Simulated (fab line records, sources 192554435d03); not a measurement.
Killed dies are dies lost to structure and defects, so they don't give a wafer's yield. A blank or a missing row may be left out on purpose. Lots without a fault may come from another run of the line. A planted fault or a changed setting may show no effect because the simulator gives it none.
Chamber matching | flow n5_finfet | N5_BEOL_M13_ILD_DEP_00 on pecvd-03: 3 sister chambers
The step deposits SiOC from DEMS/O2, target thk 837.92 nm, time 166.4 s. 3 wafers are shown with their chamber, then 8 later ones without.

WAFERS WITH THEIR CHAMBER
wafer  | chamber | throttle_valve_pct (%)
L091.1 | 2       | 11.9
L091.6 | 1       | 11.0
L093.2 | 0       | 11.8

WAFERS WITHOUT THEIR CHAMBER
wafer  | throttle_valve_pct (%)
L093.4 | 11.9
L093.5 | 12.0
L096.2 | 12.0
L096.4 | 11.9
L096.5 | 11.0
L097.1 | 11.9
L097.3 | 10.9
L097.5 | 11.8

WHICH CHAMBER EACH WENT THROUGH
wafer  | from the rows above     | in truth
L093.4 | can't be placed: 2 or 0 | 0
L093.5 | can't be placed: 2 or 0 | 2
L096.2 | can't be placed: 2 or 0 | 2
L096.4 | can't be placed: 2 or 0 | 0
L096.5 | 1                       | 1
L097.1 | can't be placed: 2 or 0 | 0
L097.3 | 1                       | 1
L097.5 | can't be placed: 0 or 2 | 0
Placed correctly: 2 of 8. Can't be placed from these rows: 6 (the true chamber is among the candidates in 6). Placed wrongly: 0.
How it was worked out, from the rows above alone: a wafer's distance from a chamber is the root of the sum, over the readings, of the square of ((its reading less the chamber's mean) divided by the reading's scatter). The wafer belongs to the nearest chamber; if the next one is less than 2 further off, it can't be placed. A chamber's mean is the mean of its shown wafers. The scatter: with one shown wafer a chamber, the root of the mean of the squares of how far each hidden wafer lies from its nearest shown one.
